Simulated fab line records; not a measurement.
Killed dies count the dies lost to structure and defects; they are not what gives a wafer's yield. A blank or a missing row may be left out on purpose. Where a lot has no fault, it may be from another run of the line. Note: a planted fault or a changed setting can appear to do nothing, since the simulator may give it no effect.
Check of tool commonality / flow nandHarc / Sampled: 12 lots, 36 wafers

== WHAT PROMPTED THE OPENING ==
On 2 of the 12 lots, a flag is raised at NHARC_A_SOURCE_PLATE_THK_MEAS_09 on the reading thkNm. Wafers without a fault read 9.6 nm, standard deviation 0.93.
Rule: a lot is flagged when every wafer of it that has a number lies more than 4 standard deviations from that mean, or none has a number. All remaining lots are regarded as sound.

lot=L815; measured=day 8 08:26; on=filmMetro-01; thkNm (nm), wafer by wafer=15.6 15.9 16.0; flag=FLAGGED
lot=L817; measured=day 8 23:07; on=filmMetro-01; thkNm (nm), wafer by wafer=15.6 16.7 17.0; flag=FLAGGED
lot=L824; measured=day 10 07:05; on=filmMetro-01; thkNm (nm), wafer by wafer=10.5 9.0 9.8; flag=
lot=L822; measured=day 10 07:05; on=filmMetro-02; thkNm (nm), wafer by wafer=11.0 11.8 8.4; flag=
lot=L823; measured=day 10 07:06; on=filmMetro-02; thkNm (nm), wafer by wafer=11.0 10.6 10.2; flag=
lot=L825; measured=day 11 00:26; on=filmMetro-01; thkNm (nm), wafer by wafer=9.3 9.6 9.8; flag=
lot=L827; measured=day 11 00:26; on=filmMetro-02; thkNm (nm), wafer by wafer=8.5 8.4 9.5; flag=
lot=L826; measured=day 11 00:27; on=filmMetro-01; thkNm (nm), wafer by wafer=9.1 9.2 10.0; flag=
lot=L829; measured=day 11 17:03; on=filmMetro-02; thkNm (nm), wafer by wafer=8.9 9.3 9.3; flag=
lot=L830; measured=day 11 17:04; on=filmMetro-02; thkNm (nm), wafer by wafer=9.0 9.0 10.6; flag=
lot=L831; measured=day 12 02:43; on=filmMetro-01; thkNm (nm), wafer by wafer=7.1 10.8 8.9; flag=
lot=L833; measured=day 12 23:49; on=filmMetro-02; thkNm (nm), wafer by wafer=9.1 9.4 9.6; flag=
The mean of the flagged lots' numbers is 16.1 nm, +6.5 nm from the usual (+7 standard deviations).

== WHICH TOOL EACH LOT WENT THROUGH ==
2 process steps preceding the reading are held in the record, out of 1159 steps in the route. Each cell gives the tool, then ch followed by the chambers the sampled wafers passed through, then the start.
lot=L815; flag=FLAGGED; NHARC_A_ZERO_WELL_ETCH_19=rieDiel-01 ch 0,2,3, day 7 19:43; NHARC_A_SOURCE_PLATE_OXIDE_02=furnace-03 ch 0, day 7 23:58
lot=L817; flag=FLAGGED; NHARC_A_ZERO_WELL_ETCH_19=rieDiel-13 ch 1,2,3, day 8 07:39; NHARC_A_SOURCE_PLATE_OXIDE_02=furnace-03 ch 0, day 8 11:55
lot=L824; flag=; NHARC_A_ZERO_WELL_ETCH_19=rieDiel-01 ch 1,3, day 9 22:46; NHARC_A_SOURCE_PLATE_OXIDE_02=furnace-03 ch 0, day 10 02:59
lot=L822; flag=; NHARC_A_ZERO_WELL_ETCH_19=rieDiel-13 ch 2,3, day 9 22:00; NHARC_A_SOURCE_PLATE_OXIDE_02=furnace-03 ch 0, day 10 02:59
lot=L823; flag=; NHARC_A_ZERO_WELL_ETCH_19=rieDiel-02 ch 0,3, day 9 23:54; NHARC_A_SOURCE_PLATE_OXIDE_02=furnace-03 ch 0, day 10 02:59
lot=L825; flag=; NHARC_A_ZERO_WELL_ETCH_19=rieDiel-02 ch 0,2,3, day 10 15:47; NHARC_A_SOURCE_PLATE_OXIDE_02=furnace-06 ch 0, day 10 20:22
lot=L827; flag=; NHARC_A_ZERO_WELL_ETCH_19=rieDiel-01 ch 0,1,3, day 10 16:04; NHARC_A_SOURCE_PLATE_OXIDE_02=furnace-06 ch 0, day 10 20:22
lot=L826; flag=; NHARC_A_ZERO_WELL_ETCH_19=rieDiel-13 ch 1,2,3, day 10 16:41; NHARC_A_SOURCE_PLATE_OXIDE_02=furnace-06 ch 0, day 10 20:22
lot=L829; flag=; NHARC_A_ZERO_WELL_ETCH_19=rieDiel-01 ch 0,1,3, day 11 08:20; NHARC_A_SOURCE_PLATE_OXIDE_02=furnace-06 ch 0, day 11 12:55
lot=L830; flag=; NHARC_A_ZERO_WELL_ETCH_19=rieDiel-02 ch 0,1,2, day 11 10:20; NHARC_A_SOURCE_PLATE_OXIDE_02=furnace-06 ch 0, day 11 12:55
lot=L831; flag=; NHARC_A_ZERO_WELL_ETCH_19=rieDiel-01 ch 1,3, day 11 17:58; NHARC_A_SOURCE_PLATE_OXIDE_02=furnace-06 ch 0, day 11 22:37
lot=L833; flag=; NHARC_A_ZERO_WELL_ETCH_19=rieDiel-13 ch 0,2,3, day 12 10:05; NHARC_A_SOURCE_PLATE_OXIDE_02=furnace-03 ch 0, day 12 19:44
What is done by these steps:
- NHARC_A_ZERO_WELL_ETCH_19: etches the open film in N2/H2, target depth 80 nm, overetch 24 nm, time 87.88 s.
- NHARC_A_SOURCE_PLATE_OXIDE_02: material SiO2, target thk 10 nm, ox time 1362 s.
- NHARC_A_SOURCE_PLATE_THK_MEAS_09: measures by ellipsometry.

== FLAGGED OVER TOTAL, TOOL BY TOOL (the gauges that took the reading come last) ==
step=NHARC_A_ZERO_WELL_ETCH_19; tool=rieDiel-01; lots run=5; flagged=1; share of the flagged lots=some; sound lots run after its first flagged lot=4 (L824,L827,L829,L831)
step=NHARC_A_ZERO_WELL_ETCH_19; tool=rieDiel-02; lots run=3; flagged=0; share of the flagged lots=none; sound lots run after its first flagged lot=-
step=NHARC_A_ZERO_WELL_ETCH_19; tool=rieDiel-13; lots run=4; flagged=1; share of the flagged lots=some; sound lots run after its first flagged lot=3 (L822,L826,L833)
step=NHARC_A_SOURCE_PLATE_OXIDE_02; tool=furnace-03; lots run=6; flagged=2; share of the flagged lots=all; sound lots run after its first flagged lot=4 (L822,L823,L824,L833)
step=NHARC_A_SOURCE_PLATE_OXIDE_02; tool=furnace-06; lots run=6; flagged=0; share of the flagged lots=none; sound lots run after its first flagged lot=-
step=NHARC_A_SOURCE_PLATE_THK_MEAS_09; tool=filmMetro-01; lots run=6; flagged=2; share of the flagged lots=all; sound lots run after its first flagged lot=4 (L824,L825,L826,L831)
step=NHARC_A_SOURCE_PLATE_THK_MEAS_09; tool=filmMetro-02; lots run=6; flagged=0; share of the flagged lots=none; sound lots run after its first flagged lot=-

== THE TABLE: WHAT IT ALLOWS ==
In 2 table rows, all flagged lots were run: furnace-03 (NHARC_A_SOURCE_PLATE_OXIDE_02), filmMetro-01 (NHARC_A_SOURCE_PLATE_THK_MEAS_09).
- furnace-03 at NHARC_A_SOURCE_PLATE_OXIDE_02: 2 of its 6 lots flagged. Sound lots followed the first flagged one (L822, L823, L824, L833) on it, something a lasting fault affecting the whole tool could not allow.
- filmMetro-01 at NHARC_A_SOURCE_PLATE_THK_MEAS_09: 2 of its 6 lots flagged. Sound lots followed the first flagged one (L824, L825, L826, L831) on it, something a lasting fault affecting the whole tool could not allow.
None of the table's rows ran every flagged lot and, after the first, no sound lot.

== WHAT WAS PUT IN BY THE SIMULATOR ==
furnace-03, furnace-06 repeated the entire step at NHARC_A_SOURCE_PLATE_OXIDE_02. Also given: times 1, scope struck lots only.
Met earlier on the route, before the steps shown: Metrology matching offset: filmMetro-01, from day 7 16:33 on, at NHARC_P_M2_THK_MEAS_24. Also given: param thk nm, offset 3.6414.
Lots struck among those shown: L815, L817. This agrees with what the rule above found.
